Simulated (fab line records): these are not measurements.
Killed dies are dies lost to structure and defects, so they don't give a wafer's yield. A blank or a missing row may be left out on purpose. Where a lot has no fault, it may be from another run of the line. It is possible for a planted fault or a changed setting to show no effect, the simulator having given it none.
Which tool did it? ; flow n5_finfet ; 10 lots, 28 wafers sampled, at 5 steps of a route of 1938

WHAT THE GAUGES READ, wafer by wafer
N5_HKMG_FIN_INSPECT_14: inspects for defects (macro).
lot;measured;on;raw_defect_count
L398;day 4 11:22;defect_inspect-02;3 2 1
L399;day 4 17:44;defect_inspect-02;4 4 0
L401;day 5 02:04;defect_inspect-02;4 2 2
L405;day 6 01:44;defect_inspect-02;1 0
L406;day 6 09:59;defect_inspect-02;2 1
L412;day 7 18:13;defect_inspect-01;1 1 4
L415;day 8 17:48;defect_inspect-02;2 2 3
L416;day 8 22:56;defect_inspect-01;3 2 2
L419;day 9 17:28;defect_inspect-02;0 2 1
L420;day 10 01:50;defect_inspect-01;2 1 1

N5_BEOL_M4_RC_MEAS_101.
lot;measured;on;DIBL_N (mV/V);DIBL_P (mV/V);IOFF_N (nA/um);IOFF_P (nA/um);ION_N (uA/um);ION_P (uA/um);SS_N (mV/dec);SS_P (mV/dec);VT_N (mV);VT_P (mV)
L398;day 8 07:27;prober-01;37.5 36.1 36.9;37.2 35.1 35.8;0.17 0.15 0.16;0.22 0.18 0.20;684 672 664;464 462 461;71.0 70.5 70.1;73.8 73.2 72.9;247 250 248;-250 -251 -253
L399;day 8 09:34;prober-01;34.2 33.6 34.9;33.4 33.0 34.2;0.13 0.12 0.14;0.20 0.19 0.20;674 658 668;468 462 462;71.0 71.3 71.7;72.0 72.1 73.0;249 254 252;-251 -250 -249
L401;day 8 18:11;prober-01;36.8 36.7 36.3;37.1 36.6 36.3;0.17 0.16 0.17;0.23 0.22 0.22;676 678 682;469 469 472;71.6 71.8 71.7;73.7 73.8 73.7;250 252 249;-248 -249 -249
L405;day 10 13:59;prober-01;35.7 35.9;37.4 36.5;0.15 0.14;0.20 0.21;675 675;467 467;71.2 71.5;73.1 73.0;250 254;-252 -249
L406;day 10 21:38;prober-02;33.1 35.6;33.1 35.3;0.12 0.16;0.14 0.17;658 684;447 457;70.5 70.8;72.7 73.5;251 248;-258 -256
L412;day 12 04:47;prober-01;35.3 34.1 37.2;38.2 35.7 39.6;0.16 0.14 0.20;0.22 0.18 0.25;668 680 685;457 469 466;71.4 71.1 72.2;74.3 73.4 74.7;250 249 245;-250 -251 -250
L415;day 12 15:37;prober-02;36.7 35.7 37.8;33.2 32.5 34.5;0.15 0.14 0.17;0.19 0.18 0.21;676 680 683;463 466 467;71.3 71.3 71.7;72.7 72.5 73.6;250 250 248;-251 -253 -251
L416;day 13 04:11;prober-01;33.5 32.6 36.3;33.8 31.7 35.8;0.13 0.11 0.17;0.19 0.17 0.22;670 645 681;464 447 468;70.4 70.0 71.0;72.4 72.1 73.4;250 252 251;-248 -251 -248
L419;day 13 22:01;prober-02;35.8 37.6 34.1;36.1 38.6 33.2;0.15 0.19 0.12;0.21 0.25 0.16;673 686 665;461 467 455;71.4 72.0 70.5;73.9 74.6 72.6;248 246 255;-251 -249 -251
L420;day 14 03:22;prober-02;33.7 36.1 34.0;34.0 36.2 34.3;0.11 0.14 0.11;0.16 0.18 0.15;667 675 658;464 457 457;70.3 71.2 70.8;72.1 73.5 72.1;256 254 255;-255 -251 -255

EACH LOT AND THE TOOL THAT RAN IT (in order: tool; ch and the chambers of the sampled wafers; start)
lot;N5_HKMG_FIN_STRIP_93;N5_HKMG_FIN_ETCH_35;N5_HKMG_FIN_ALD_71
L398;rie_diel-05 ch 0,1,2, day 4 08:45;rie_diel-01 ch 0,1,3, day 4 11:41;ald_metal-04 ch 1,2, day 4 13:27
L399;rie_diel-02 ch 2,3, day 4 15:08;rie_diel-05 ch 0,1, day 4 18:04;ald_metal-03 ch 2,3, day 4 19:49
L401;rie_diel-01 ch 0,1,2, day 4 23:20;rie_diel-02 ch 0,1,3, day 5 02:29;ald_metal-04 ch 0,3, day 5 04:14
L405;rie_diel-05 ch 0,3, day 5 23:07;rie_diel-02 ch 0,3, day 6 02:05;ald_metal-03 ch 1,3, day 6 04:01
L406;rie_diel-01 ch 0,3, day 6 07:16;rie_diel-02 ch 0,3, day 6 10:19;ald_metal-01 ch 2, day 6 12:04
L412;rie_diel-02 ch 0,1,3, day 7 15:44;rie_diel-05 ch 1,2,3, day 7 19:00;ald_metal-01 ch 1,2, day 7 20:45
L415;rie_diel-01 ch 2,3, day 8 15:19;rie_diel-01 ch 0,1, day 8 18:08;ald_metal-04 ch 2,3, day 8 19:53
L416;rie_diel-02 ch 1,2,3, day 8 20:19;rie_diel-01 ch 2,3, day 8 23:16;ald_metal-03 ch 1,2,3, day 9 01:04
L419;rie_diel-02 ch 1,2,3, day 9 14:59;rie_diel-02 ch 0,1,3, day 9 18:05;ald_metal-03 ch 0,1,3, day 9 19:53
L420;rie_diel-05 ch 2,3, day 9 23:05;rie_diel-01 ch 0,1,2, day 10 02:28;ald_metal-01 ch 0,1,3, day 10 04:14
- N5_HKMG_FIN_STRIP_93: strips SOC in N2/H2, time 20 s.
- N5_HKMG_FIN_ETCH_35: etches SOC in N2/H2, target depth 215.8 nm, time 243.4 s.
- N5_HKMG_FIN_ALD_71: deposits TiN, target thk 1 nm, pulse time 1 s, purge time 3 s.

WHAT THE TOOLS THEMSELVES READ (means of the sampled wafers that have a number; where no wafer has one, the mark that the record gives instead)
N5_HKMG_FIN_STRIP_93.
lot;tool;drypump_motor_current_A (A);oes_product_au (a.u.);rf_vpp_V (V);showerhead_plenum_p_Torr (Torr);throttle_valve_pct (%)
L398;rie_diel-05;5.8;0.72;53.8;3.34;19.1
L399;rie_diel-02;6.4;0.89;54.3;3.50;18.8
L401;rie_diel-01;5.6;0.73;54.0;3.33;19.0
L405;rie_diel-05;5.5;0.79;54.8;3.44;18.9
L406;rie_diel-01;5.8;0.85;54.1;3.31;19.1
L412;rie_diel-02;6.0;0.76;53.6;3.30;18.9
L415;rie_diel-01;5.5;0.87;54.6;3.44;19.3
L416;rie_diel-02;6.2;0.78;54.8;3.40;19.0
L419;rie_diel-02;6.1;0.78;54.2;3.40;19.0
L420;rie_diel-05;5.6;0.93;54.7;3.38;18.8

N5_HKMG_FIN_ETCH_35.
lot;tool;drypump_motor_current_A (A);oes_product_au (a.u.);rf_vpp_V (V);run_length_s (s);showerhead_plenum_p_Torr (Torr);throttle_valve_pct (%)
L398;rie_diel-01;6.0;0.70;141.0;266.7;2.51;18.14
L399;rie_diel-05;5.8;0.72;141.8;267.1;2.53;17.88
L401;rie_diel-02;6.0;0.78;142.2;267.0;2.51;17.76
L405;rie_diel-02;6.3;0.79;141.2;272.5;2.49;17.70
L406;rie_diel-02;6.3;0.79;142.0;272.1;2.49;17.71
L412;rie_diel-05;5.8;0.76;141.7;266.7;2.57;17.74
L415;rie_diel-01;6.2;0.77;141.2;266.5;2.57;17.99
L416;rie_diel-01;5.2;0.81;141.5;266.7;2.61;17.95
L419;rie_diel-02;6.0;0.75;141.9;266.9;2.49;17.82
L420;rie_diel-01;5.6;0.77;143.0;266.8;2.61;17.96

N5_HKMG_FIN_ALD_71.
lot;tool;heater_power_outer_w (W);heater_power_w (W);precursor_pulse_height_rel
L398;ald_metal-04;508;834;1.013
L399;ald_metal-03;534;862;0.990
L401;ald_metal-04;473;826;0.991
L405;ald_metal-03;506;826;1.005
L406;ald_metal-01;565;950;0.988
L412;ald_metal-01;572;916;0.988
L415;ald_metal-04;536;881;1.008
L416;ald_metal-03;502;829;1.006
L419;ald_metal-03;519;848;1.005
L420;ald_metal-01;567;900;0.986

THE ANSWER, worked out from the rows above alone
Rule: what is usual is taken from the lots themselves. Put in order of their means at a reading, lots are off if they are a third of the lots or fewer, leave a main group of 4 or more, and stand apart from it by a gap of 3 or more times the standard deviation of the main group's means; of several such gaps the widest counts. The tables above print the reading to a certain number of digits; a main group whose means all agree to those digits is not used. A lot without any number at a reading at which 4 lots or more have one is off too. The other lots that the step has rows for count as sound. The gauges are gone through in route order, then the tools' own readings, and for those a lot's mean is taken as printed above. At the first step where some lot is off, the reading lying furthest off is the one used; lots without a number count as furthest.
Off, at N5_HKMG_FIN_ETCH_35 on run_length_s: L405, L406. Mean 266.8 s and standard deviation 0.18 in the main group.
A tool fits if, at that step or a process step before it, it ran every lot that is off, and no sound lot after the first of them. No candidate that was tried fits.

WHAT THE SIMULATOR HAD PUT IN
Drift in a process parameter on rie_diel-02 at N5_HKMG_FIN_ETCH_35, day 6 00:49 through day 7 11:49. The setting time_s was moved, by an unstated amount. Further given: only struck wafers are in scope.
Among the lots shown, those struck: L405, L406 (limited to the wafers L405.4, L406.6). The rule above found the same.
